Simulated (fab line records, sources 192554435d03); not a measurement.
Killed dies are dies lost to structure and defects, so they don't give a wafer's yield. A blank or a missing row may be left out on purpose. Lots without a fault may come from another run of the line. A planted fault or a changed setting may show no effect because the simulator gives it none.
fab line records | flow n5_finfet
record lots=9 wafers=24 last_day=18
route steps=1938 shown SD_EPI_P@308 SD_ACTIVATION@331 BEOL_M4@1111 PASSIVATION@1936
lots that met no fault: from a run of the same line without faults
start_h: hours from the record's first day to the start of the lot's first wafer shown | wait_h: hours since the lot's step before | " the same as in the row above | L1.1+2: a row that stands for several wafers | - no value, or no start given | * or withheld: withheld | < > ~ a bound
route shown NAME@n: a module of which the file shows steps, and the number in the route of the first | usual: mean/standard deviation of fault-free wafers | same: alike in all rows | chamber/n: place in a boat | sites: the reading at each site | _std_site: their standard deviation | _edge_site: outer sites' mean less inner sites' | radius_mm: how far each site lies from the wafer's centre | mask NAME#n: copy n | behind: the tool/chamber that last shaped the wafer | hold: why the lot was held/for how many hours/how that ended | device: the transistor (n, p or np) that didn't switch | end of line: the same wafers' tests at the end of the route | a step without rows: its recipe alone | killed: dies lost to structure and defects at the first sort, not the wafer's yield | map: a wafer's dies, x killed, . not, _ none there
set.NAME: the setting as run; set.NAME@STEP: as run at that earlier step | model.NAME: the simulator's own value behind a step, which no gauge read
steps of the route over a sample of lots; a table a step, a row a wafer
services: from which hour (start_h, from the record's first day; less than 0 if before it) a tool's chamber was out of use, for how many hours, and why
## steps
# step N5_SD_EPI_P_ETCH_37
# recipe chemistry=N2/H2 target=SOC overetch_a=1080 mask_material=SiARC temp_c=40 ion_energy_ev=100 source_w=3000 bias_w=133 pressure_mtorr=20 time_s=486 n2_flow_sccm=200 h2_flow_sccm=200 ends=end_point
# usual drypump_motor_current_A=6.0/0.4 oes_product_au=0.69/0.073 rf_vpp_V=240.7/1.2 showerhead_plenum_p_Torr=2.53/0.071 throttle_valve_pct=23.75/0.28
# columns lot.wafer tool chamber start_h wait_h drypump_motor_current_A oes_product_au rf_hours_counter_h rf_vpp_V showerhead_plenum_p_Torr throttle_valve_pct
L495.4 rie_diel-01 0 53.34 0.0 6.2 0.64 221 241.8 2.58 23.56
L495.6 " 3 " " 5.9 0.67 - 239.3 2.53 23.98
L500.3 rie_diel-03 2 84.82 0.0 6.6 0.66 186 240.1 2.52 23.71
L500.4 " 1 " " 5.8 0.62 234 239.9 2.50 23.57
L500.6 " 0 " " 5.3 0.75 - 240.7 2.55 23.43
L501.1 rie_diel-02 3 90.63 0.0 5.8 0.69 155 239.3 2.44 23.71
L501.3 " 1 " " 5.7 0.68 129 239.7 2.42 23.91
L501.4 " 0 " " 6.7 0.82 23 240.8 2.59 23.11
L502.2 rie_diel-02 2 95.95 0.0 5.7 0.61 219 238.8 2.41 24.22
L502.3 " 1 " " 5.7 0.68 131 240.4 2.42 23.93
L502.5 " 3 " " 5.8 0.68 - 239.8 2.43 23.73
L504.5 rie_diel-03 2 108.53 0.2 6.6 0.66 - 240.0 2.52 23.75
L504.6 " 3 " " 6.5 0.64 - 242.3 2.62 23.87
L508.2 rie_diel-01 0 133.21 0.0 6.2 0.62 246 241.6 2.57 23.62
L508.3 " 2 " " 6.1 0.66 148 241.7 2.63 23.96
L508.6 " 1 " " 6.0 0.84 - 239.8 2.49 23.79
L510.2 rie_diel-02 0 144.84 0.0 6.7 0.80 41 240.7 2.58 23.13
L510.4 " 1 " " 5.7 0.67 148 239.5 2.41 23.94
L510.6 " 1 " " 5.8 0.67 - 240.5 2.41 23.92
L515.3 rie_diel-01 1 173.00 0.0 6.1 0.81 27 239.3 2.48 23.82
L515.5 " 1 " " 6.1 0.82 - 241.7 2.48 23.80
L517.4 rie_diel-03 3 190.18 0.0 6.4 0.63 209 240.5 2.61 23.91
L517.5 " 1 " " 5.8 0.85 - 240.7 2.49 23.31
L517.6 " 0 " " 5.2 0.71 - 241.6 2.54 23.51
# step N5_SD_EPI_P_ETCH_16
# recipe chemistry=CHF3/O2 target=SiO2 target_depth_a=50 mask_material=SOC pressure_mtorr=30 source_w=650 bias_w=170 Ar_flow_sccm=200 CHF3_flow_sccm=50 O2_flow_sccm=5 ion_energy_ev=200
# usual drypump_motor_current_A=6.0/0.4 oes_product_au=0.77/0.084 rf_vpp_V=525/16 showerhead_plenum_p_Torr=2.40/0.068 throttle_valve_pct=18.90/0.24
# columns lot.wafer tool chamber start_h wait_h drypump_motor_current_A oes_product_au rf_hours_counter_h rf_vpp_V showerhead_plenum_p_Torr throttle_valve_pct
L495.4 rie_diel-01 0 53.87 0.1 6.2 0.70 221 518 2.49 19.05
L495.6 " 3 " " 5.9 0.74 - 525 2.41 18.92
L500.3 rie_diel-03 2 85.35 0.1 6.6 0.75 186 536 2.36 18.70
L500.4 " 1 " " 5.9 0.68 234 541 2.37 19.03
L500.6 " 0 " " 5.2 0.81 - 533 2.42 18.71
L501.1 rie_diel-02 3 91.15 0.1 5.9 0.77 155 556 2.30 18.58
L501.3 " 1 " " 5.7 0.76 129 512 2.33 19.34
L501.4 " 0 " " 6.7 0.94 23 513 2.46 18.42
L502.2 rie_diel-02 2 96.47 0.1 5.7 0.69 219 530 2.28 19.23
L502.3 " 1 " " 5.7 0.76 131 510 2.33 19.32
L502.5 " 3 " " 5.8 0.76 - 557 2.30 18.60
L504.5 rie_diel-03 2 108.92 0.0 6.6 0.74 - 536 2.36 18.71
L504.6 " 3 " " 6.4 0.71 - 487 2.47 18.81
L508.2 rie_diel-01 0 133.74 0.1 6.2 0.68 246 518 2.48 19.09
L508.3 " 2 " " 6.0 0.73 148 536 2.50 19.06
L508.6 " 1 " " 6.0 0.93 - 523 2.36 18.86
L510.2 rie_diel-02 0 145.37 0.1 6.7 0.90 41 513 2.45 18.46
L510.4 " 1 " " 5.7 0.74 148 511 2.33 19.36
L510.6 " 1 " " 5.7 0.74 - 511 2.33 19.36
L515.3 rie_diel-01 1 173.53 0.1 6.1 0.90 27 524 2.36 18.88
L515.5 " 1 " " 6.1 0.89 - 525 2.36 18.88
L517.4 rie_diel-03 3 190.70 0.1 6.4 0.70 209 487 2.46 18.85
L517.5 " 1 " " 5.9 0.96 - 541 2.36 18.67
L517.6 " 0 " " 5.2 0.78 - 533 2.41 18.76
# step N5_SD_EPI_P_SD_RECESS_17
# recipe chemistry=HBr/Cl2/O2 target_depth_a=391 bt_time_s=3 pressure_mtorr=10 icp_w=800 bias_w=112 HBr_flow_sccm=150 Cl2_flow_sccm=80 O2_flow_sccm=12
# usual drypump_motor_current_A=5.6/0.4 oes_product_au=0.999/0.02 throttle_valve_pct=37.14/0.24
# columns lot.wafer tool chamber start_h wait_h drypump_motor_current_A oes_product_au rf_hours_counter_h throttle_valve_pct
L495.4 rie_si-05 2 53.97 0.1 5.3 0.986 - 37.57
L495.6 " 2 " " 5.3 0.986 - 37.55
L500.3 rie_si-05 0 85.42 0.0 5.5 1.018 3 36.92
L500.4 " 0 " " 5.6 1.018 - 36.91
L500.6 " 2 " " 5.3 0.987 - 37.59
L501.1 rie_si-02 0 91.22 0.0 5.9 1.003 148 37.19
L501.3 " 2 " " 5.5 0.976 153 37.08
L501.4 " 3 " " 5.9 1.008 152 37.04
L502.2 rie_si-05 1 96.58 0.1 4.9 1.027 - 36.94
L502.3 " 1 " " 4.9 1.027 - 36.94
L502.5 " 1 " " 4.9 1.039 - 36.96
L504.5 rie_si-02 0 109.01 0.1 5.9 0.994 - 37.19
L504.6 " 3 " " 5.9 0.995 - 37.04
L508.2 rie_si-05 0 133.81 0.0 5.6 1.006 4 36.91
L508.3 " 2 " " 5.3 0.985 86 37.57
L508.6 " 2 " " 5.3 0.982 - 37.56
L510.2 rie_si-05 3 145.44 0.0 5.7 0.985 101 36.91
L510.4 " 1 " " 4.9 1.027 77 36.95
L510.6 " 0 " " 5.6 1.017 - 36.91
L515.3 rie_si-05 3 173.60 0.0 5.6 0.985 101 36.90
L515.5 " 1 " " 4.9 1.026 - 36.94
L517.4 rie_si-02 0 190.77 0.0 5.9 0.993 149 37.18
L517.5 " 0 " " 5.9 0.990 - 37.19
L517.6 " 1 " " 6.0 0.980 - 37.49
# step N5_SD_ACTIVATION_LSA_01
# recipe temp_c=1080 time_s=0.0008 ambient=N2
# usual wafer_temp_C_max=1085.7/2.3
# columns lot.wafer tool chamber start_h wait_h wafer_temp_C_max
L495.4 laser_anneal-02 0 58.21 0.2 1083.3
L495.6 " 0 " " 1084.8
L500.3 laser_anneal-02 0 88.75 0.2 1082.9
L500.4 " 0 " " 1082.7
L500.6 " 0 " " 1083.6
L501.1 laser_anneal-01 0 94.58 0.2 1087.3
L501.3 " 0 " " 1088.0
L501.4 " 0 " " 1086.1
L502.2 laser_anneal-02 0 99.97 0.2 1084.9
L502.3 " 0 " " 1084.3
L502.5 " 0 " " 1084.4
L504.5 laser_anneal-02 0 112.37 0.2 1083.7
L504.6 " 0 " " 1083.4
L508.2 laser_anneal-02 0 137.14 0.2 1144.2
L508.3 " 0 " " 1143.6
L508.6 " 0 " " 1141.3
L510.2 laser_anneal-02 0 149.58 0.2 1142.2
L510.4 " 0 " " 1141.3
L510.6 " 0 " " 1140.8
L515.3 laser_anneal-01 0 176.94 0.2 1086.3
L515.5 " 0 " " 1088.3
L517.4 laser_anneal-01 0 194.97 0.2 1087.7
L517.5 " 0 " " 1087.9
L517.6 " 0 " " 1088.2
# step N5_SD_ACTIVATION_RS_MEAS_03
# recipe thk_meas_gauge=four-point-probe
# usual RS_SD_N=21.81/0.27 RS_SD_P=56.0/1.2
# columns lot.wafer tool chamber start_h wait_h RS_SD_N[ohm/sq] RS_SD_P[ohm/sq]
L495.4 film_metro-01 - 58.38 0.1 21.37 55.4
L495.6 " - " " 21.66 55.3
L500.3 film_metro-02 - 88.94 0.2 22.11 55.4
L500.4 " - " " 22.01 55.1
L500.6 " - " " 22.16 54.7
L501.1 film_metro-02 - 94.79 0.2 21.72 54.7
L501.3 " - " " 21.46 55.2
L501.4 " - " " 21.71 54.6
L502.2 film_metro-01 - 100.16 0.2 21.52 55.2
L502.3 " - " " 21.55 55.6
L502.5 " - " " 21.32 55.1
L504.5 film_metro-01 - 112.53 0.1 21.85 55.1
L504.6 " - " " 21.54 55.4
L508.2 film_metro-02 - 137.34 0.2 16.21 63.4
L508.3 " - " " 16.30 63.0
L508.6 " - " " 16.58 64.0
L510.2 film_metro-02 - 149.78 0.2 16.28 61.4
L510.4 " - " " 16.50 61.3
L510.6 " - " " 16.44 61.2
L515.3 film_metro-01 - 177.12 0.2 21.50 57.1
L515.5 " - " " 21.75 56.3
L517.4 film_metro-01 - 195.14 0.1 21.94 55.6
L517.5 " - " " 21.99 55.3
L517.6 " - " " 22.13 54.6
# step N5_BEOL_M4_RC_MEAS_101
# usual DIBL_N=36.1/2 DIBL_P=36.3/2.5 IOFF_N=0.16/0.037 IOFF_P=0.21/0.039 IOFF_P_LONG=0.000106/9.9e-06 ION_N=678/15 ION_P=465/8.7 RC_DENSE_N=18.9/0.67 RC_DENSE_P=23.5/0.84 RC_N=15.4/0.53 RC_P=19.2/0.68 REXT_N=75.2/1.7 RS_SD_N=28.3/0.35 RS_SD_P=65.7/1.3 SS_N=71.4/0.7 SS_P=73.3/0.74 VT_N=249/3.6 VT_P=-250.0/2.9
# columns lot.wafer tool chamber start_h wait_h DIBL_N[mV/V] DIBL_P[mV/V] IOFF_N[nA/um] IOFF_P[nA/um] IOFF_P_LONG[nA/um] ION_N[uA/um] ION_P[uA/um] RC_DENSE_N[ohm.um] RC_DENSE_P[ohm.um] RC_N[ohm.um] RC_P[ohm.um] REXT_N[ohm.um] RS_SD_N[ohm/sq] RS_SD_P[ohm/sq] SS_N[mV/dec] SS_P[mV/dec] VT_N[mV] VT_P[mV]
L495.4 prober-01 0 162.15 0.5 35.5 36.4 0.16 0.26 0.000128 669 475 18.7 23.5 15.3 19.0 75.7 28.2 64.5 72.2 73.6 251 -243.3
L495.6 " 0 " " 33.2 33.5 0.11 0.20 0.000126 649 462 19.6 24.1 15.8 19.9 76.8 28.1 64.5 71.1 72.7 257 -247.6
L500.3 prober-02 0 198.11 0.3 36.2 37.4 0.16 0.21 9.5e-05 679 463 19.0 23.6 15.7 19.3 74.8 28.6 65.0 71.7 73.2 249 -253.5
L500.4 " 0 " " 34.6 35.8 0.13 0.18 9.1e-05 671 466 17.7 21.9 14.5 18.0 73.9 28.2 64.6 71.1 72.5 256 -253.8
L500.6 " 0 " " 37.3 39.0 0.19 0.23 8.7e-05 688 467 17.6 21.9 14.3 17.9 74.4 29.1 64.4 72.2 74.0 250 -251.7
L501.1 prober-01 0 198.46 0.1 34.8 35.2 0.14 0.18 0.000116 687 470 18.0 22.4 14.7 18.3 72.7 28.4 63.9 71.5 72.7 251 -250.1
L501.3 " 0 " " 34.5 35.1 0.13 0.17 9.8e-05 670 459 18.0 22.2 14.7 18.2 74.7 27.9 65.2 71.3 73.1 251 -251.9
L501.4 " 0 " " 38.4 40.7 0.21 0.27 0.000104 687 472 17.7 21.7 14.5 18.0 75.3 27.8 64.5 72.4 74.3 244 -245.6
L502.2 prober-02 0 199.78 0.2 32.3 30.4 0.09 0.14 0.000111 653 459 18.4 23.0 15.0 18.8 74.2 28.0 64.4 70.1 71.2 257 -253.7
L502.3 " 0 " " 34.5 33.9 0.12 0.18 0.00012 666 465 20.0 24.9 16.2 20.0 76.4 28.2 65.2 71.4 73.0 251 -250.1
L502.5 " 0 " " 37.8 38.5 0.17 0.25 0.000111 672 467 19.9 24.6 16.0 20.1 77.0 28.0 64.6 71.9 73.8 248 -247.8
L504.5 prober-01 0 234.30 0.6 33.9 33.0 0.12 0.17 0.000105 663 464 19.5 24.3 15.8 19.8 76.1 28.1 65.4 71.1 72.9 255 -251.0
L504.6 " 0 " " 37.4 38.3 0.17 0.26 0.000112 678 469 18.9 23.5 15.4 19.1 77.0 27.9 65.5 71.9 74.4 249 -245.3
L508.2 prober-02 0 275.26 0.2 39.1 46.4 0.22 0.29 0.000694 707 430 14.9 30.2 12.0 24.6 65.6 21.5 74.6 72.2 74.6 246 -254.2
L508.3 " 0 " " 40.7 48.1 0.28 0.34 0.000836 731 444 14.8 30.1 12.1 24.7 65.0 21.5 73.8 72.4 75.4 240 -250.7
L508.6 " 0 " " 40.1 47.3 0.23 0.31 0.000662 696 422 13.9 28.0 11.3 22.8 66.2 22.1 75.5 72.3 75.5 245 -253.5
L510.2 prober-02 0 285.04 0.7 39.7 45.9 0.25 0.33 0.000825 706 426 14.5 29.0 11.7 23.8 64.1 21.9 72.9 72.3 75.4 245 -252.3
L510.4 " 0 " " 38.1 44.7 0.22 0.30 0.000827 706 432 13.7 28.0 11.2 22.8 64.0 22.2 72.5 72.0 74.1 245 -253.1
L510.6 " 0 " " 39.4 46.6 0.24 0.35 0.000788 713 431 14.0 28.4 11.3 22.9 64.7 21.9 72.3 72.3 75.6 241 -252.1
L515.3 prober-02 0 318.94 0.3 35.6 35.0 0.15 0.20 0.000115 675 466 18.8 23.5 15.4 19.2 73.7 27.9 67.0 71.8 73.3 250 -247.7
L515.5 " 0 " " 33.9 33.2 0.13 0.20 0.000111 679 471 18.5 23.1 15.2 18.8 73.5 27.9 66.4 70.7 73.0 252 -248.3
L517.4 prober-01 0 325.44 0.5 39.8 41.0 0.25 0.31 0.000114 702 476 19.9 24.7 16.1 20.1 76.6 28.5 65.5 72.3 74.4 242 -245.9
L517.5 " 0 " " 36.3 37.9 0.17 0.25 0.000119 687 474 19.9 24.7 16.3 20.3 78.9 28.3 65.1 71.1 74.2 246 -244.9
L517.6 " 0 " " 37.8 38.1 0.21 0.24 0.000106 689 460 18.6 23.5 15.3 19.2 77.0 28.5 64.2 72.4 74.1 244 -248.1
# step N5_PASSIVATION_PROBE_49
# usual defect_limited_yield=91.1/1.3 killed_at_M0_to_M3=32/9.7 killed_at_M4_up=16/6 killed_at_contacts=12/5.9 killed_at_front_end=41/11 killed_at_other=4/3.1 killed_dies=104/16 killed_open=68/12 killed_short=34/7.4 sort_bin_4_leakage=0/0 sort_bin_5_function=5.1/0.85 sort_bin_6_memory=3.3/0.66 sort_bin_8_speed=0.1/0.53 sort_n_pass=1075/16 sort_yield_pct=91.1/1.4
# same gross_dies=1180 killed_at_back_side=0
# columns lot.wafer tool chamber start_h wait_h defect_limited_yield[%] killed_at_M0_to_M3 killed_at_M4_up killed_at_contacts killed_at_front_end killed_at_other killed_dies killed_open killed_short sort_bin_4_leakage[%] sort_bin_5_function[%] sort_bin_6_memory[%] sort_bin_8_speed[%] sort_n_pass sort_yield_pct[%]
L508.2 prober-02 - 376.96 0.1 90.1 39 22 12 42 2 117 85 32 0 5.6 3.8 36.4 634 53.7
L508.3 prober-02 - 377.01 0.1 90.4 37 28 10 35 3 113 78 35 0.08 5.0 3.8 0.3 1063 90.1
L508.6 prober-02 - 377.16 0.3 92.2 25 23 18 26 0 92 67 24 0 4.9 2.5 75.6 196 16.6
L510.2 prober-02 - 399.00 0.1 89.8 45 10 10 55 0 120 81 31 0 5.7 3.8 36.6 628 53.2
L510.4 prober-02 - 399.10 0.2 88.7 43 11 14 57 8 133 81 48 0 5.4 4.9 23.4 771 65.3
L510.6 prober-02 - 399.20 0.3 90.2 63 6 11 33 3 116 79 37 0 6.3 3.3 16.9 865 73.3
L515.3 prober-02 - 425.73 0.1 90.1 40 19 12 41 5 117 81 31 0 5.7 3.9 0 1063 90.1
L515.5 prober-02 - 425.83 0.2 91.8 33 7 17 36 4 97 66 30 0 4.4 3.3 0 1083 91.8
L517.4 prober-01 - 430.62 0.2 91.5 35 13 8 32 12 100 60 34 0 4.9 2.9 0 1080 91.5
L517.5 prober-01 - 430.67 0.2 89.9 36 20 7 49 7 119 68 43 0 4.9 3.8 0 1061 89.9
L517.6 prober-01 - 430.72 0.3 90.7 30 25 10 35 10 110 77 32 0 5.3 3.8 0 1070 90.7
# killed by level:class
L508.2 BEOL_M4:geometric_particle:open=16 STI_FIN_REVEAL:geometric_particle:open=13 MOL_CONTACT_COAG:geometric_particle:open=10 BEOL_M1:geometric_particle:open=9 BEOL_M0_SAQP:geometric_particle:open=8 DUMMY_GATE:geometric_particle:open=7 FIN_SAQP:geometric_particle:open=6 BEOL_M2:geometric_particle:open=6
L508.3 BEOL_M4:geometric_particle:open=15 STI_FIN_REVEAL:geometric_particle:open=14 BEOL_M1:geometric_particle:open=12 MOL_CONTACT_COAG:geometric_particle:open=7 BEOL_M4:geometric_particle:short=7 BEOL_M3:geometric_particle:open=7 DUMMY_GATE:geometric_particle:open=5 FIN_SAQP:geometric_particle:short=4
L508.6 MOL_CONTACT_COAG:geometric_particle:open=14 BEOL_M4:geometric_particle:open=12 STI_FIN_REVEAL:geometric_particle:open=8 BEOL_M2:geometric_particle:open=8 BEOL_M1:geometric_particle:open=5 BEOL_M3:geometric_particle:open=5 MOL_CONTACT_COAG:geometric_particle:short=4 BEOL_M0_SAQP:geometric_particle:short=4
L510.2 FIN_SAQP:geometric_particle:open=14 BEOL_M3:geometric_particle:open=12 BEOL_M0_SAQP:geometric_particle:open=11 FIN_SAQP:geometric_particle:short=10 BEOL_M2:geometric_particle:open=9 HKMG_FIN:area_etch=8 MOL_CONTACT_COAG:geometric_particle:open=7 BEOL_M0_SAQP:geometric_particle:short=7
L510.4 FIN_SAQP:geometric_particle:open=14 MOL_CONTACT_COAG:geometric_particle:open=13 BEOL_M0_SAQP:geometric_particle:short=13 BEOL_M2:geometric_particle:open=11 FIN_SAQP:geometric_particle:short=10 BEOL_M0_SAQP:geometric_particle:open=7 BEOL_M3:geometric_particle:open=5 STI_FIN_REVEAL:geometric_particle:open=4
L510.6 BEOL_M2:geometric_particle:open=16 BEOL_M0_SAQP:geometric_particle:short=14 BEOL_M0_SAQP:geometric_particle:open=13 FIN_SAQP:geometric_particle:open=11 MOL_CONTACT_COAG:geometric_particle:open=10 FIN_SAQP:geometric_particle:short=8 BEOL_M3:geometric_particle:open=8 STI_FIN_REVEAL:geometric_particle:open=4
L515.3 FIN_SAQP:geometric_particle:open=13 BEOL_M0_SAQP:geometric_particle:open=11 MOL_CONTACT_COAG:geometric_particle:open=10 BEOL_M3:geometric_particle:open=9 BEOL_M0_SAQP:geometric_particle:short=8 BEOL_M4:geometric_particle:open=6 STI_FIN_REVEAL:geometric_particle:open=5 GATE_CUT:geometric_particle:short=5
L515.5 MOL_CONTACT_COAG:geometric_particle:open=12 BEOL_M3:geometric_particle:open=11 DUMMY_GATE:geometric_particle:open=9 BEOL_M0_SAQP:geometric_particle:open=6 GATE_CUT:geometric_particle:open=5 MOL_CONTACT_COAG:geometric_particle:short=5 BEOL_M0_SAQP:geometric_particle:short=4 DUMMY_GATE:geometric_particle:short=4
L517.4 BEOL_M3:geometric_particle:open=11 FIN_SAQP:geometric_particle:open=8 MOL_CONTACT_COAG:geometric_particle:open=7 BEOL_M0_SAQP:geometric_particle:short=6 BEOL_M4:geometric_particle:open=6 HKMG_FIN:area_etch=6 FIN_SAQP:geometric_particle:short=4 BEOL_M0_SAQP:geometric_particle:open=4
L517.5 FIN_SAQP:geometric_particle:short=10 BEOL_M3:geometric_particle:open=9 STI_FIN_REVEAL:geometric_particle:open=8 BEOL_M4:geometric_particle:open=8 HKMG_FIN:area_etch=8 BEOL_M2:geometric_particle:short=6 BEOL_M0_SAQP:geometric_particle:short=5 DUMMY_GATE:geometric_particle:open=5
L517.6 FIN_SAQP:geometric_particle:short=13 BEOL_M4:geometric_particle:open=12 MOL_CONTACT_COAG:geometric_particle:open=10 BEOL_M3:geometric_particle:open=9 BEOL_M2:geometric_particle:open=7 BEOL_M0_SAQP:geometric_particle:short=6 FIN_SAQP:geometric_particle:open=5 STARTING-WAFER:geometric_particle:open=5
## services
# columns tool chamber start_h hours kind
rie_diel-02 1 37.33 11.9 repair
rie_si-05 0 42.00 15.4 repair
rie_diel-02 - 53.57 1.2 repair
rie_diel-01 1 55.31 - clean
rie_diel-01 1 55.31 - consumable_replace:focus_ring
rie_diel-01 1 55.31 27.1 scheduled_down
rie_diel-01 1 55.31 27.1 vent_cycle
laser_anneal-02 - 70.51 1.9 pm
rie_si-05 2 90.35 12.3 repair
rie_si-05 0 95.30 2.4 repair
rie_si-02 0 114.51 2.6 repair
rie_diel-02 2 114.71 9.7 repair
rie_diel-03 1 142.19 - clean
rie_diel-03 1 142.19 - consumable_replace:focus_ring
rie_diel-03 1 142.19 18.4 scheduled_down
rie_diel-03 1 142.19 18.4 vent_cycle
rie_diel-01 0 143.73 - clean
rie_diel-01 0 143.73 - consumable_replace:focus_ring
rie_diel-01 0 143.73 12.9 scheduled_down
rie_diel-01 0 143.73 12.9 vent_cycle
rie_diel-02 3 159.82 13.2 repair
rie_si-05 2 164.19 6.8 repair
rie_diel-01 - 185.38 2.8 pm
## key
first_sign step=N5_SD_ACTIVATION_LSA_01 reading=wafer_temp_C_max direction=up sigmas=25 usual=* struck=*
effect step=N5_SD_ACTIVATION_RS_MEAS_03 reading=RS_SD_N direction=down sigmas=20 usual=21.81 struck=16.39
effect step=N5_BEOL_M4_RC_MEAS_101 reading=IOFF_P_LONG direction=up sigmas=67 usual=0.000106 struck=0.000772
effect step=N5_BEOL_M4_RC_MEAS_101 reading=RS_SD_N direction=down sigmas=18 usual=28.3 struck=21.8
effect step=N5_BEOL_M4_RC_MEAS_101 reading=RC_N direction=down sigmas=7.1 usual=15.4 struck=11.6
effect step=N5_BEOL_M4_RC_MEAS_101 reading=RC_DENSE_N direction=down sigmas=6.8 usual=18.9 struck=14.3
effect step=N5_BEOL_M4_RC_MEAS_101 reading=RC_DENSE_P direction=up sigmas=6.5 usual=23.5 struck=29.0
effect step=N5_BEOL_M4_RC_MEAS_101 reading=RC_P direction=up sigmas=6.5 usual=19.2 struck=23.6
effect step=N5_BEOL_M4_RC_MEAS_101 reading=REXT_N direction=down sigmas=6.2 usual=75.2 struck=64.9
effect step=N5_BEOL_M4_RC_MEAS_101 reading=RS_SD_P direction=up sigmas=5.9 usual=65.7 struck=73.6
effect step=N5_BEOL_M4_RC_MEAS_101 reading=DIBL_P direction=up sigmas=4 usual=36.3 struck=46.5
effect step=N5_BEOL_M4_RC_MEAS_101 reading=ION_P direction=down sigmas=3.9 usual=465 struck=431
effect step=N5_BEOL_M4_RC_MEAS_101 reading=SS_P direction=up sigmas=2.5 usual=73.3 struck=75.1
effect step=N5_BEOL_M4_RC_MEAS_101 reading=ION_N direction=up sigmas=2.1 usual=678 struck=710
effect step=N5_PASSIVATION_PROBE_49 reading=sort_bin_8_speed direction=up sigmas=59 usual=0.1 struck=31.5 wafers_moved=5
met_at N5_SD_ACTIVATION_LSA_01
struck_lots L508,L510
not_acting_at N5_SD_EPI_P_ETCH_37,N5_SD_EPI_P_ETCH_16,N5_SD_EPI_P_SD_RECESS_17
onset_between 112.37 137.14
fault kind=process_parameter_drift tool=laser_anneal-02 chamber=- onset_h=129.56 steps=N5_SD_ACTIVATION_LSA_01 channel=temp_c offset=* shape=step end_h=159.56 stated=*
